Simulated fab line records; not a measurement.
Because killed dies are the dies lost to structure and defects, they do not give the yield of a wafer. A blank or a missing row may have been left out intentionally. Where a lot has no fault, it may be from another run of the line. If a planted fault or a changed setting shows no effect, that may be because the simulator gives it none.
fab line records	flow nand-harc
record lots=24	wafers=72	last-day=33
route steps=1302 shown P_M1@306 P_M2@349 P_BONDPAD@353 A_CHANNEL_HOLE_D1@468 A_CHANNEL_HOLE_D2@582
lots with no fault: from the same line, run without faults
start-h: hours from the record's opening day to when the first of the lot's shown wafers began	wait-h: hours from the lot's prior step to this one	" repeats the value in the row above	L1.1+2: a single row standing in for several wafers	- no value, or no start was given	* or withheld: withheld	< > ~ a bound
route shown NAME@n: names a module that has steps shown in the file, with the first one's number in the route	usual: mean/standard deviation of fault-free wafers	same: alike in all rows	chamber/n: place in a boat	sites: each site's reading	_std_site: the standard deviation of these	_edge_site: mean of outer sites minus mean of inner sites	radius-mm: how far each site lies from the wafer's centre	mask NAME#n: copy n	behind: the most recent tool/chamber to have shaped the wafer	hold: why the lot was held/for how many hours/how that ended	device: names the non-switching transistor (n, p or np)	end of line: the same wafers' tests at the end of the route	a step without rows: its recipe alone	killed: the dies lost at the first sort to structure and to defects; this is not the yield of the wafer	map: a wafer's dies, marking killed ones x, the rest . and places with no die _
set.NAME: the run value of the setting; set.NAME@STEP: its run value at that earlier step	model.NAME: the simulator's own value behind a step, which no gauge read
route steps across a sampled set of lots; one table per step, one row per wafer
services: from which hour (start-h, from the record's first day; less than 0 if before it) a tool's chamber was out of use, for how many hours, and why
## steps
# step NHARC_P_M1_PRE_CLEAN_30
# recipe time-s=30	temp-c=280	gas=H2/He
# usual heater-power-w=401/42	susceptor-temp-C=279.98/0.18
lot.wafer	tool	chamber	start-h	wait-h	heater-power-w	susceptor-temp-C
L074.2	pvd-sputter-01	-	-	-	449	280.01
L074.5	"	-	"	"	380	279.96
L074.6	"	-	"	"	426	279.91
L075.1	pvd-sputter-03	-	-	-	466	279.74
L075.4	"	-	"	"	382	280.19
L075.5	"	-	"	"	454	279.95
L076.3	pvd-sputter-02	-	-	-	379	280.22
L076.1	"	-	"	"	394	280.07
L076.5	"	-	"	"	323	280.20
L077.3	pvd-sputter-02	-	-	-	399	-
L077.1	"	-	"	"	324	-
L077.6	"	-	"	"	388	-
L078.4	pvd-sputter-03	-	-	-	471	279.75
L078.6	"	-	"	"	465	279.87
L078.5	"	-	"	"	475	279.77
L079.1	pvd-sputter-02	-	-	-	326	280.19
L079.3	"	-	"	"	390	279.73
L079.5	"	-	"	"	371	279.94
L080.3	pvd-sputter-02	-	-	-	320	279.70
L080.4	"	-	"	"	396	280.10
L080.5	"	-	"	"	399	280.16
L081.3	pvd-sputter-01	-	-	-	432	279.86
L081.2	"	-	"	"	461	280.04
L081.5	"	-	"	"	377	280.13
L082.2	pvd-sputter-03	-	-	-	444	-
L082.6	"	-	"	"	453	-
L082.5	"	-	"	"	479	-
L083.2	pvd-sputter-02	-	-	-	392	-
L083.3	"	-	"	"	385	-
L083.5	"	-	"	"	377	-
L084.4	pvd-sputter-02	-	-	-	396	280.10
L084.5	"	-	"	"	374	279.98
L084.6	"	-	"	"	316	279.90
L085.3	pvd-sputter-02	-	-	-	401	279.89
L085.2	"	-	"	"	387	279.74
L085.5	"	-	"	"	320	279.96
L086.2	pvd-sputter-01	-	-	-	433	280.01
L086.1	"	-	"	"	402	279.86
L086.6	"	-	"	"	424	280.22
L087.1	pvd-sputter-01	-	-	-	385	279.83
L087.3	"	-	"	"	403	279.96
L087.2	"	-	"	"	429	279.75
L088.2	pvd-sputter-02	-	-	-	387	280.27
L088.1	"	-	"	"	375	280.13
L088.3	"	-	"	"	327	279.73
L089.4	pvd-sputter-03	-	-	-	435	279.83
L089.2	"	-	"	"	465	280.14
L089.5	"	-	"	"	459	279.79
L090.1	pvd-sputter-01	-	-	-	440	279.70
L090.6	"	-	"	"	429	279.81
L090.5	"	-	"	"	431	280.08
L091.3	pvd-sputter-03	-	-	-	440	-
L091.1	"	-	"	"	478	-
L091.5	"	-	"	"	373	-
L092.2	pvd-sputter-01	-	-	-	392	280.22
L092.1	"	-	"	"	421	279.66
L092.5	"	-	"	"	436	279.80
L093.4	pvd-sputter-02	-	-	-	329	280.06
L093.3	"	-	"	"	428	280.10
L093.1	"	-	"	"	403	279.83
L094.4	pvd-sputter-01	-	-	-	430	279.85
L094.2	"	-	"	"	385	280.30
L094.6	"	-	"	"	371	280.19
L095.3	pvd-sputter-02	-	-	-	371	279.85
L095.4	"	-	"	"	322	279.89
L095.5	"	-	"	"	381	280.00
L096.1	pvd-sputter-03	-	-	-	460	280.03
L096.4	"	-	"	"	470	280.04
L096.5	"	-	"	"	446	280.04
L097.3	pvd-sputter-01	-	-	-	400	-
L097.2	"	-	"	"	429	-
L097.1	"	-	"	"	422	-
# step NHARC_P_M1_ANNEAL_31
# recipe temp-c=225	time-s=90
# usual wafer_temp_C_max=225.88/0.23
lot.wafer	tool	chamber	start-h	wait-h	wafer_temp_C_max
L074.2	rtp-anneal-02	0	128.49	0.4	226.23
L074.5	"	0	"	"	225.69
L074.6	"	0	"	"	225.91
L075.1	rtp-anneal-01	0	138.25	-	225.71
L075.4	"	0	"	"	225.80
L075.5	"	0	"	"	225.69
L076.1	rtp-anneal-02	0	152.28	-	225.89
L076.3	"	0	"	"	225.98
L076.5	"	0	"	"	226.46
L077.1	rtp-anneal-02	0	155.39	-	226.01
L077.3	"	0	"	"	225.76
L077.6	"	0	"	"	225.97
L078.4	rtp-anneal-02	0	162.94	0.3	225.70
L078.5	"	0	"	"	225.88
L078.6	"	0	"	"	225.75
L079.1	rtp-anneal-02	0	179.48	-	225.99
L079.3	"	0	"	"	225.61
L079.5	"	0	"	"	226.12
L080.3	rtp-anneal-01	0	180.74	0.3	225.83
L080.4	"	0	"	"	226.07
L080.5	"	0	"	"	225.74
L081.2	rtp-anneal-01	0	195.28	0.3	226.22
L081.3	"	0	"	"	225.80
L081.5	"	0	"	"	225.42
L082.2	rtp-anneal-02	0	208.30	-	225.68
L082.5	"	0	"	"	226.13
L082.6	"	0	"	"	225.82
L083.2	rtp-anneal-02	0	214.05	0.3	226.55
L083.3	"	0	"	"	225.75
L083.5	"	0	"	"	225.65
L084.4	rtp-anneal-01	0	235.03	0.4	225.60
L084.5	"	0	"	"	225.46
L084.6	"	0	"	"	225.64
L085.2	rtp-anneal-02	0	240.78	-	225.86
L085.3	"	0	"	"	226.49
L085.5	"	0	"	"	226.01
L086.1	rtp-anneal-02	0	250.10	0.3	225.80
L086.2	"	0	"	"	226.10
L086.6	"	0	"	"	225.75
L087.1	rtp-anneal-02	0	258.31	-	225.63
L087.2	"	0	"	"	225.60
L087.3	"	0	"	"	225.65
L088.1	rtp-anneal-02	0	279.30	-	225.78
L088.2	"	0	"	"	226.06
L088.3	"	0	"	"	225.86
L089.2	rtp-anneal-02	0	280.67	-	226.18
L089.4	"	0	"	"	226.36
L089.5	"	0	"	"	226.39
L090.1	rtp-anneal-02	0	292.18	-	226.15
L090.5	"	0	"	"	225.77
L090.6	"	0	"	"	225.90
L091.1	rtp-anneal-01	0	294.16	-	225.70
L091.3	"	0	"	"	225.72
L091.5	"	0	"	"	225.85
L092.1	rtp-anneal-01	0	308.86	-	225.65
L092.2	"	0	"	"	225.92
L092.5	"	0	"	"	225.99
L093.1	rtp-anneal-02	0	317.28	0.3	226.19
L093.3	"	0	"	"	225.97
L093.4	"	0	"	"	225.87
L094.2	rtp-anneal-01	0	331.27	0.4	225.84
L094.4	"	0	"	"	225.75
L094.6	"	0	"	"	225.91
L095.3	rtp-anneal-02	0	332.09	0.3	226.04
L095.4	"	0	"	"	225.89
L095.5	"	0	"	"	226.28
L096.1	rtp-anneal-02	0	343.13	0.3	226.19
L096.4	"	0	"	"	225.93
L096.5	"	0	"	"	226.09
L097.1	rtp-anneal-02	0	354.80	-	225.85
L097.2	"	0	"	"	225.81
L097.3	"	0	"	"	226.02
# step NHARC_P_M2_PRE_CLEAN_32
# recipe time-s=12	temp-c=370	rf-power-w=300	gas=NH3
# usual heater-power-outer-w=369/40	heater-power-w=619/48	rf-fwd-power-W=292.6/0.97	susceptor-temp-C=369.99/0.24
lot.wafer	tool	chamber	start-h	wait-h	heater-power-outer-w	heater-power-w	rf-fwd-power-W	susceptor-temp-C
L074.2	pecvd-04	2	133.58	0.2	438	701	293.8	370.13
L074.5	"	0	"	"	363	593	293.0	369.95
L074.6	"	2	"	"	425	705	292.9	369.88
L075.1	pecvd-01	1	143.18	0.1	380	643	291.8	370.17
L075.5	"	1	"	"	383	648	292.8	370.12
L075.4	"	0	"	"	355	632	292.7	369.80
L076.1	pecvd-02	1	157.47	0.1	337	599	294.2	369.87
L076.3	"	2	"	"	402	644	292.9	370.20
L076.5	"	1	"	"	344	592	291.8	370.03
L077.1	pecvd-04	2	160.71	0.1	354	584	294.0	369.81
L077.3	"	2	"	"	347	603	292.6	369.76
L077.6	"	2	"	"	357	597	292.7	369.55
L078.6	pecvd-04	2	167.91	0.1	401	674	291.3	370.41
L078.5	"	0	"	"	428	680	294.0	369.88
L078.4	"	1	"	"	362	570	293.2	369.81
L079.3	pecvd-04	2	184.55	0.1	388	661	292.6	370.29
L079.1	"	0	"	"	398	647	293.8	370.35
L079.5	"	0	"	"	393	657	293.9	369.95
L080.3	pecvd-04	0	185.73	0.1	390	664	293.2	369.88
L080.4	"	0	"	"	388	649	293.0	369.55
L080.5	"	1	"	"	373	597	293.4	369.51
L081.3	pecvd-04	2	200.33	0.1	374	628	292.7	369.91
L081.2	"	0	"	"	435	679	293.1	370.25
L081.5	"	0	"	"	415	707	293.6	369.90
L082.2	pecvd-01	0	213.29	0.1	357	645	293.0	370.18
L082.6	"	0	"	"	346	655	292.8	370.03
L082.5	"	1	"	"	313	556	292.7	370.26
L083.3	pecvd-04	1	218.98	0.1	386	621	291.0	369.55
L083.2	"	0	"	"	395	642	290.7	369.67
L083.5	"	0	"	"	392	643	291.9	369.57
L084.4	pecvd-04	0	239.93	0.1	401	657	293.1	369.91
L084.6	"	1	"	"	324	545	292.7	369.91
L084.5	"	2	"	"	425	695	290.9	370.16
L085.3	pecvd-01	1	245.70	0.1	332	597	294.5	370.00
L085.2	"	2	"	"	389	618	292.3	369.63
L085.5	"	1	"	"	340	574	292.9	369.96
L086.2	pecvd-04	0	255.20	0.1	426	694	293.2	370.29
L086.1	"	1	"	"	354	569	291.8	370.17
L086.6	"	2	"	"	411	707	291.3	370.02
L087.1	pecvd-01	1	264.57	0.1	388	653	293.8	369.61
L087.3	"	2	"	"	385	643	293.5	369.79
L087.2	"	0	"	"	345	625	293.8	369.88
L088.2	pecvd-04	1	284.35	0.1	347	587	292.5	370.27
L088.1	"	2	"	"	356	612	292.2	370.14
L088.3	"	0	"	"	389	606	292.4	369.49
L089.2	pecvd-02	1	285.68	0.1	308	524	293.0	369.60
L089.4	"	2	"	"	376	611	292.9	370.39
L089.5	"	0	"	"	305	557	294.3	370.25
L090.1	pecvd-04	0	297.38	0.1	384	633	291.2	370.17
L090.6	"	0	"	"	407	651	291.3	370.24
L090.5	"	1	"	"	327	547	292.8	369.88
L091.1	pecvd-02	2	299.19	0.1	418	686	293.7	369.71
L091.3	"	2	"	"	421	685	293.2	369.41
L091.5	"	2	"	"	414	669	292.8	369.47
L092.2	pecvd-02	2	314.05	0.1	350	583	291.5	369.76
L092.1	"	0	"	"	274	525	292.9	370.14
L092.5	"	2	"	"	361	572	293.0	370.06
L093.1	pecvd-02	0	323.69	0.1	311	561	292.3	370.30
L093.3	"	1	"	"	365	605	292.4	369.99
L093.4	"	0	"	"	313	559	295.0	370.44
L094.2	pecvd-04	0	336.38	0.1	393	627	292.5	369.91
L094.4	"	1	"	"	370	624	290.7	370.31
L094.6	"	0	"	"	397	645	293.5	369.76
L095.3	pecvd-04	0	337.22	0.1	371	591	293.8	370.18
L095.4	"	1	"	"	377	629	292.5	370.10
L095.5	"	0	"	"	368	629	293.3	369.94
L096.1	pecvd-04	1	348.37	0.1	355	600	293.3	370.36
L096.4	"	0	"	"	407	645	291.4	369.70
L096.5	"	1	"	"	354	613	294.0	370.15
L097.2	pecvd-02	2	359.85	0.1	425	684	291.7	370.10
L097.1	"	0	"	"	299	562	294.6	369.88
L097.3	"	1	"	"	287	500	292.8	370.07
# step NHARC_P_BONDPAD_THK_MEAS_33
# recipe thk-meas-gauge=ellipsometry
# usual thk-nm=199.9/1.5
lot.wafer	tool	chamber	start-h	wait-h	thk-nm
L074.2	film-metro-02	-	134.71	0.2	202.5
L074.5	"	-	"	"	199.7
L074.6	"	-	"	"	200.2
L075.1	film-metro-02	-	144.33	0.2	200.3
L075.4	"	-	"	"	199.3
L075.5	"	-	"	"	199.5
L076.1	film-metro-01	-	158.75	0.2	198.6
L076.3	"	-	"	"	202.5
L076.5	"	-	"	"	197.6
L077.1	film-metro-02	-	162.03	0.2	200.2
L077.3	"	-	"	"	198.5
L077.6	"	-	"	"	200.1
L078.4	film-metro-02	-	169.02	0.2	202.0
L078.5	"	-	"	"	199.2
L078.6	"	-	"	"	198.8
L079.1	film-metro-01	-	185.69	0.2	198.7
L079.3	"	-	"	"	201.3
L079.5	"	-	"	"	201.2
L080.3	film-metro-02	-	186.85	0.2	201.8
L080.4	"	-	"	"	201.9
L080.5	"	-	"	"	198.7
L081.2	film-metro-02	-	201.47	0.2	200.6
L081.3	"	-	"	"	201.2
L081.5	"	-	"	"	201.8
L082.2	film-metro-02	-	214.40	0.2	198.9
L082.5	"	-	"	"	198.5
L082.6	"	-	"	"	197.6
L083.2	film-metro-02	-	220.12	0.2	199.0
L083.3	"	-	"	"	199.2
L083.5	"	-	"	"	200.4
L084.4	film-metro-02	-	241.04	0.2	197.5
L084.5	"	-	"	"	200.0
L084.6	"	-	"	"	197.9
L085.2	film-metro-01	-	246.86	0.2	198.5
L085.3	"	-	"	"	198.1
L085.5	"	-	"	"	199.0
L086.1	film-metro-01	-	256.30	0.2	199.8
L086.2	"	-	"	"	199.7
L086.6	"	-	"	"	202.3
L087.1	film-metro-01	-	265.73	0.1	200.5
L087.2	"	-	"	"	201.1
L087.3	"	-	"	"	200.2
L088.1	film-metro-02	-	285.50	0.1	199.2
L088.2	"	-	"	"	200.4
L088.3	"	-	"	"	200.5
L089.2	film-metro-01	-	286.81	0.2	198.1
L089.4	"	-	"	"	198.2
L089.5	"	-	"	"	200.8
L090.1	film-metro-02	-	298.70	0.1	195.7
L090.5	"	-	"	"	200.5
L090.6	"	-	"	"	197.6
L091.1	film-metro-02	-	300.60	0.2	199.0
L091.3	"	-	"	"	200.4
L091.5	"	-	"	"	198.4
L092.1	film-metro-02	-	315.57	0.2	199.4
L092.2	"	-	"	"	198.7
L092.5	"	-	"	"	199.4
L093.1	film-metro-01	-	324.83	0.2	203.1
L093.3	"	-	"	"	200.4
L093.4	"	-	"	"	201.7
L094.2	film-metro-02	-	337.71	0.2	200.5
L094.4	"	-	"	"	201.3
L094.6	"	-	"	"	200.2
L095.3	film-metro-02	-	338.50	0.2	200.1
L095.4	"	-	"	"	201.3
L095.5	"	-	"	"	199.0
L096.1	film-metro-02	-	349.70	0.2	200.7
L096.4	"	-	"	"	202.4
L096.5	"	-	"	"	199.4
L097.1	film-metro-01	-	361.05	0.2	198.1
L097.2	"	-	"	"	197.6
L097.3	"	-	"	"	198.4
# step NHARC_A_CHANNEL_HOLE_D1_ETCH_34
# recipe target-depth-a=1540	time-s=77	cf4-flow-sccm=100	chf3-flow-sccm=30	ar-flow-sccm=0	rf-w=500	bias-w=200	chemistry=CF4/CHF3
# usual drypump-motor-current-A=5.9/0.43	oes-product-au=0.946/0.024	rf-fwd-power-W=495.9/1.6	rf-vpp-V=371.0/2.3	showerhead-plenum-p-Torr=1.59/0.065	throttle-valve-pct=16.801/0.0086
lot.wafer	tool	chamber	start-h	wait-h	drypump-motor-current-A	oes-product-au	rf-fwd-power-W	rf-hours-counter-h	rf-vpp-V	showerhead-plenum-p-Torr	throttle-valve-pct
L074.2	rie-diel-07	3	-	-	6.6	0.940	496.3	6	371.1	1.58	16.791
L074.5	"	3	"	"	6.6	0.932	494.5	-	370.8	1.58	16.806
L074.6	"	0	"	"	5.7	0.909	495.9	-	368.9	1.54	16.799
L075.1	rie-diel-07	2	-	-	6.0	0.914	497.6	6	371.5	1.58	16.808
L075.4	"	3	"	"	6.6	0.935	496.4	-	369.2	1.58	16.794
L075.5	"	1	"	"	6.1	0.922	494.6	-	368.2	1.47	16.810
L076.3	rie-diel-05	1	-	-	5.8	1.005	494.7	47	373.2	1.69	16.795
L076.1	"	2	"	"	5.9	0.971	497.5	48	371.9	1.62	16.812
L076.5	"	0	"	"	5.0	0.987	495.1	-	372.2	1.61	16.819
L077.3	rie-diel-07	2	-	-	6.0	0.925	497.9	7	371.9	1.58	16.785
L077.1	"	0	"	"	5.7	0.950	495.4	5	369.7	1.54	16.803
L077.6	"	1	"	"	6.2	0.924	497.6	-	367.0	1.47	16.799
L078.4	rie-diel-07	1	-	-	6.2	0.918	494.0	9	365.8	1.47	16.794
L078.6	"	0	"	"	5.7	0.925	493.1	-	368.6	1.54	16.810
L078.5	"	1	"	"	6.1	0.924	493.6	-	366.6	1.47	16.793
L080.3	rie-diel-09	1	-	-	5.9	0.948	495.3	23	373.6	1.64	16.799
L080.4	"	3	"	"	6.4	0.986	497.8	22	374.5	1.69	16.810
L080.5	"	1	"	"	5.9	0.954	494.7	-	372.2	1.64	16.791
L079.1	rie-diel-07	3	-	-	6.6	0.924	496.4	11	370.7	1.58	16.809
L079.3	"	2	"	"	6.0	0.923	497.8	10	370.5	1.58	16.808
L079.5	"	0	"	"	5.7	0.927	496.6	-	370.4	1.54	16.797
L081.2	rie-diel-05	1	-	-	5.8	0.978	493.6	2	373.4	1.69	16.803
L081.3	"	2	"	"	5.9	0.963	494.8	2	371.5	1.62	16.788
L081.5	"	1	"	"	5.8	0.981	495.0	-	375.7	1.69	16.794
L082.2	rie-diel-07	2	-	-	6.0	0.932	498.2	11	370.9	1.58	16.807
L082.6	"	2	"	"	6.0	0.931	499.9	-	370.5	1.58	16.791
L082.5	"	0	"	"	5.7	0.927	495.7	-	369.8	1.54	16.793
L083.2	rie-diel-07	1	-	-	6.2	0.919	497.4	13	365.6	1.47	16.798
L083.3	"	2	"	"	6.0	0.927	495.1	12	370.3	1.58	16.809
L083.5	"	0	"	"	5.7	0.924	496.9	-	369.8	1.54	16.789
L084.4	rie-diel-07	1	-	-	6.1	0.919	497.4	15	366.4	1.47	16.805
L084.5	"	2	"	"	6.0	0.925	496.8	-	369.9	1.58	16.797
L084.6	"	3	"	"	6.6	0.934	498.8	-	369.9	1.57	16.791
L085.2	rie-diel-05	3	-	-	5.2	0.940	493.6	19	376.4	1.70	16.804
L085.3	"	1	"	"	5.8	0.945	493.9	21	374.6	1.68	16.796
L085.5	"	2	"	"	5.9	0.926	494.3	-	371.1	1.61	16.805
L086.1	rie-diel-05	0	-	-	5.0	0.950	496.4	22	371.2	1.61	16.810
L086.2	"	1	"	"	5.8	0.956	494.0	23	373.8	1.68	16.798
L086.6	"	0	"	"	5.0	0.939	497.9	-	371.0	1.61	16.817
L087.3	rie-diel-05	1	-	-	5.8	0.970	493.0	28	372.9	1.68	16.802
L087.1	"	2	"	"	5.9	0.949	497.4	26	372.4	1.61	16.802
L087.2	"	0	"	"	5.0	0.972	497.8	26	371.5	1.60	16.815
L089.4	rie-diel-07	0	-	-	5.7	0.952	498.1	2	369.1	1.54	16.809
L089.2	"	1	"	"	6.1	0.967	494.6	2	367.2	1.47	16.808
L089.5	"	0	"	"	5.7	0.946	496.4	-	369.9	1.54	16.792
L088.2	rie-diel-09	1	-	-	5.9	0.981	498.8	0	371.5	1.63	16.803
L088.3	"	2	"	"	6.1	0.989	494.9	0	371.1	1.60	16.804
L088.1	"	3	"	"	6.4	0.960	497.1	0	372.9	1.69	16.806
L091.1	rie-diel-09	2	-	-	6.2	0.995	496.9	4	372.8	1.60	16.801
L091.3	"	3	"	"	6.4	0.966	495.4	4	374.5	1.69	16.787
L091.5	"	2	"	"	6.2	0.992	493.5	-	370.1	1.60	16.795
L090.1	rie-diel-05	0	-	-	5.0	0.970	498.7	37	371.3	1.60	16.805
L090.5	"	0	"	"	5.0	0.967	496.6	-	371.2	1.60	16.799
L090.6	"	1	"	"	5.8	0.961	493.2	-	375.0	1.68	16.800
L092.2	rie-diel-09	2	-	-	6.2	0.971	496.3	7	372.5	1.60	16.798
L092.1	"	1	"	"	5.9	0.954	495.6	9	372.7	1.63	16.805
L092.5	"	1	"	"	5.9	0.959	496.0	-	372.3	1.63	16.823
L093.4	rie-diel-07	2	-	-	6.0	0.954	495.7	4	371.6	1.58	16.792
L093.3	"	0	"	"	5.7	0.966	495.6	4	367.1	1.54	16.788
L093.1	"	1	"	"	6.2	0.974	494.1	4	367.8	1.47	16.795
L094.2	rie-diel-07	0	-	-	5.7	0.917	496.9	5	369.5	1.54	16.797
L094.4	"	2	"	"	6.0	0.914	496.2	5	370.1	1.58	16.803
L094.6	"	0	"	"	5.7	0.921	497.6	-	370.2	1.54	16.801
L095.3	rie-diel-09	2	-	-	6.2	0.942	495.5	16	370.2	1.60	16.811
L095.4	"	1	"	"	5.9	0.914	494.1	-	371.2	1.63	16.784
L095.5	"	2	"	"	6.2	0.930	495.4	-	371.2	1.60	16.800
L096.4	rie-diel-05	3	-	-	5.2	0.918	498.2	54	372.8	1.69	16.810
L096.1	"	2	"	"	5.9	0.923	496.3	51	373.6	1.61	16.802
L096.5	"	3	"	"	5.2	0.921	495.6	-	373.7	1.69	16.801
L097.2	rie-diel-07	1	-	-	6.2	0.915	495.3	7	367.1	1.47	16.799
L097.1	"	2	"	"	5.9	0.915	495.3	8	370.1	1.58	16.807
L097.3	"	0	"	"	5.7	0.929	496.0	7	370.3	1.54	16.800
# step NHARC_A_CHANNEL_HOLE_D2_CD_MEAS_10
# recipe target-cd-nm=100	landing-energy-ev=500
# usual cd-nm=99.9/0.54
lot.wafer	tool	chamber	start-h	wait-h	cd-nm
L075.1	cd-sem-01	0	297.30	-	100.1
L075.4	"	0	"	"	100.0
L075.5	"	0	"	"	99.9
L074.2	cd-sem-02	0	297.82	-	99.9
L074.5	"	0	"	"	100.7
L074.6	"	0	"	"	99.8
L077.1	cd-sem-01	0	321.61	-	100.7
L077.3	"	0	"	"	100.7
L077.6	"	0	"	"	100.4
L076.1	cd-sem-01	0	322.37	-	100.5
L076.3	"	0	"	"	99.8
L076.5	"	0	"	"	99.7
L078.4	cd-sem-03	0	323.46	-	99.9
L078.5	"	0	"	"	99.4
L078.6	"	0	"	"	100.0
L080.3	cd-sem-01	0	342.89	-	99.5
L080.4	"	0	"	"	98.7
L080.5	"	0	"	"	98.6
L079.1	cd-sem-03	0	343.04	-	99.8
L079.3	"	0	"	"	99.6
L079.5	"	0	"	"	100.5
L081.2	cd-sem-02	0	356.47	-	99.9
L081.3	"	0	"	"	99.2
L081.5	"	0	"	"	99.1
L082.2	cd-sem-01	0	369.53	-	100.2
L082.5	"	0	"	"	99.4
L082.6	"	0	"	"	99.7
L083.2	cd-sem-02	0	369.80	-	99.3
L083.3	"	0	"	"	99.6
L083.5	"	0	"	"	100.6
L084.4	cd-sem-02	0	397.76	-	100.0
L084.5	"	0	"	"	100.4
L084.6	"	0	"	"	99.9
L085.2	cd-sem-01	0	397.92	-	99.9
L085.3	"	0	"	"	99.5
L085.5	"	0	"	"	99.9
L086.1	cd-sem-02	0	417.46	-	99.7
L086.2	"	0	"	"	100.1
L086.6	"	0	"	"	99.3
L087.1	cd-sem-02	0	426.58	-	100.3
L087.2	"	0	"	"	100.7
L087.3	"	0	"	"	100.5
L089.2	cd-sem-03	0	436.97	-	100.3
L089.4	"	0	"	"	100.0
L089.5	"	0	"	"	100.8
L088.1	cd-sem-01	0	452.07	-	100.0
L088.2	"	0	"	"	99.4
L088.3	"	0	"	"	99.6
L091.1	cd-sem-02	0	452.22	-	99.7
L091.3	"	0	"	"	100.0
L091.5	"	0	"	"	100.0
L090.1	cd-sem-03	0	452.78	-	99.9
L090.5	"	0	"	"	99.5
L090.6	"	0	"	"	99.7
L092.1	cd-sem-02	0	470.86	-	100.6
L092.2	"	0	"	"	100.1
L092.5	"	0	"	"	99.8
L093.1	cd-sem-01	0	479.23	-	99.9
L093.3	"	0	"	"	99.6
L093.4	"	0	"	"	100.4
L095.3	cd-sem-02	0	489.58	-	99.3
L095.4	"	0	"	"	99.7
L095.5	"	0	"	"	99.5
L094.2	cd-sem-01	0	489.85	-	99.8
L094.4	"	0	"	"	99.4
L094.6	"	0	"	"	99.8
L096.1	cd-sem-03	0	503.79	-	100.2
L096.4	"	0	"	"	99.7
L096.5	"	0	"	"	99.5
L097.1	cd-sem-03	0	524.31	-	100.5
L097.2	"	0	"	"	101.0
L097.3	"	0	"	"	100.2
## services
tool	chamber	start-h	hours	kind
pvd-sputter-02	-	104.00	10.0	pm
rie-diel-07	-	117.25	9.0	pm
pvd-sputter-02	-	136.79	1.9	repair
rie-diel-07	2	137.96	6.3	repair
pecvd-04	0	143.10	23.1	repair
rie-diel-07	0	143.14	15.0	repair
pvd-sputter-01	-	147.95	8.1	repair
pvd-sputter-02	-	199.90	0.6	repair
rie-diel-05	1	214.95	5.1	repair
rie-diel-05	3	224.80	7.2	repair
pvd-sputter-01	-	226.00	10.0	pm
rie-diel-05	-	229.62	9.0	pm
pvd-sputter-01	-	242.89	1.2	repair
rie-diel-07	3	242.98	24.6	repair
pecvd-04	-	269.06	13.0	pm
pvd-sputter-02	-	282.00	10.0	pm
rie-diel-07	-	294.25	9.0	pm
rie-diel-07	-	339.53	2.2	repair
pvd-sputter-01	-	345.25	0.8	repair
pecvd-04	-	350.65	0.4	repair
pvd-sputter-01	-	375.04	3.6	repair
pvd-sputter-02	-	380.60	1.2	repair
pvd-sputter-01	-	404.00	10.0	pm
pecvd-04	0	404.40	9.7	repair
## key
fault none
